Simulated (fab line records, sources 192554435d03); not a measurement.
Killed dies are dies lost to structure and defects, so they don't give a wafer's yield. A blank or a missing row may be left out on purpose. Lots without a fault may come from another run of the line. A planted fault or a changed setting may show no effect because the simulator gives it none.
fab line records | flow n5_finfet
record lots=7 wafers=39
route steps=1938 shown PASSIVATION@1930
start_h: hours from the record's first day to the start of the lot's first wafer shown | wait_h: hours since the lot's step before | " the same as in the row above | L1.1+2: a row that stands for several wafers | - no value, or no start given | * or withheld: withheld | < > ~ a bound
route shown NAME@n: a module of which the file shows steps, and the number in the route of the first | usual: mean/standard deviation of fault-free wafers | same: alike in all rows | chamber/n: place in a boat | sites: the reading at each site | _std_site: their standard deviation | _edge_site: outer sites' mean less inner sites' | radius_mm: how far each site lies from the wafer's centre | mask NAME#n: copy n | behind: the tool/chamber that last shaped the wafer | hold: why the lot was held/for how many hours/how that ended | device: the transistor (n, p or np) that didn't switch | end of line: the same wafers' tests at the end of the route | a step without rows: its recipe alone | killed: dies lost to structure and defects at the first sort, not the wafer's yield | map: a wafer's dies, x killed, . not, _ none there
set.NAME: the setting as run; set.NAME@STEP: as run at that earlier step | model.NAME: the simulator's own value behind a step, which no gauge read
lots whose settings were changed on purpose; a table a step, a row a wafer
## steps
# step N5_PASSIVATION_ETCH_54
# recipe chemistry=CHF3/O2 target=SiO2 target_depth_a=8800 CHF3_flow_sccm=50 O2_flow_sccm=5 Ar_flow_sccm=200 time_s=440 mask_material=PR pressure_mtorr=30 source_w=650 bias_w=170 ion_energy_ev=200
# columns lot.wafer tool chamber start_h wait_h set.target_depth_a model.PASSIVATION.feature_depth_nm model.etch.depth_nm
L074.1 rie_diel-04 2 241.16 0.1 8800 860.2 860.1
L074.2 " 1 " " 8800 865 865
L074.3 " 0 " " 12600 1223 1223
L074.4 " 3 " " 8800 874.4 874.5
L074.5 " 0 " " 12600 1225 1225
L074.6 " 3 " " 12600 1258 1258
L078.1 rie_diel-01 1 280.79 0.1 8800 873.6 873.5
L078.4 " 2 " " 8800 860.6 860.6
L078.6 " 3 " " 8800 876 876.1
L080.1 rie_diel-01 3 302.79 0.1 4610 464.2 464.2
L080.2 " 1 " " 4610 463.6 463.7
L080.3 " 2 " " 8800 878 877.9
L080.4 " 0 " " 8800 892.8 892.9
L080.5 " 0 " " 4610 465 465
L080.6 " 1 " " 8800 889.6 889.7
L079.1 rie_diel-04 2 308.26 0.1 4779 476.4 476.3
L079.2 " 0 " " 4779 475.4 475.5
L079.3 " 3 " " 8800 895 895
L079.4 " 1 " " 8800 879 878.9
L079.5 " 0 " " 8800 872.6 872.7
L079.6 " 3 " " 4779 480.4 480.5
L085.1 rie_diel-01 2 338.76 0.1 8800 864 864
L085.2 " 0 " " 8800 876 876
L085.3 " 3 " " 8800 875.8 875.8
L085.4 " 2 " " 8800 868.2 868.2
L085.5 " 3 " " 8800 874.6 874.6
L085.6 " 0 " " 8800 874.4 874.4
L091.1 rie_diel-03 1 380.92 0.1 12160 1224 1224
L091.2 " 3 " " 8800 887.6 887.7
L091.3 " 0 " " 12160 1215 1215
L091.4 " 1 " " 8800 883.6 883.6
L091.5 " 3 " " 12160 1229 1229
L091.6 " 0 " " 8800 878 877.9
L093.1 rie_diel-03 0 390.78 0.1 8800 878 878
L093.2+4 " 3,1 " " 8800 886.8 886.8
L093.3 " 1 " " 8800 882.6 882.7
L093.5 " 0 " " 8800 881.6 881.6
L093.6 " 3 " " 8800 889.6 889.6
## key
split step=N5_PASSIVATION_ETCH_54 setting=target_depth_a stated=8800 by=wafer
response step=N5_PASSIVATION_ETCH_54 reading=model.PASSIVATION.feature_depth_nm change=+8.79 per=1% r=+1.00
response step=N5_PASSIVATION_ETCH_54 reading=model.etch.depth_nm change=+8.79 per=1% r=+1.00
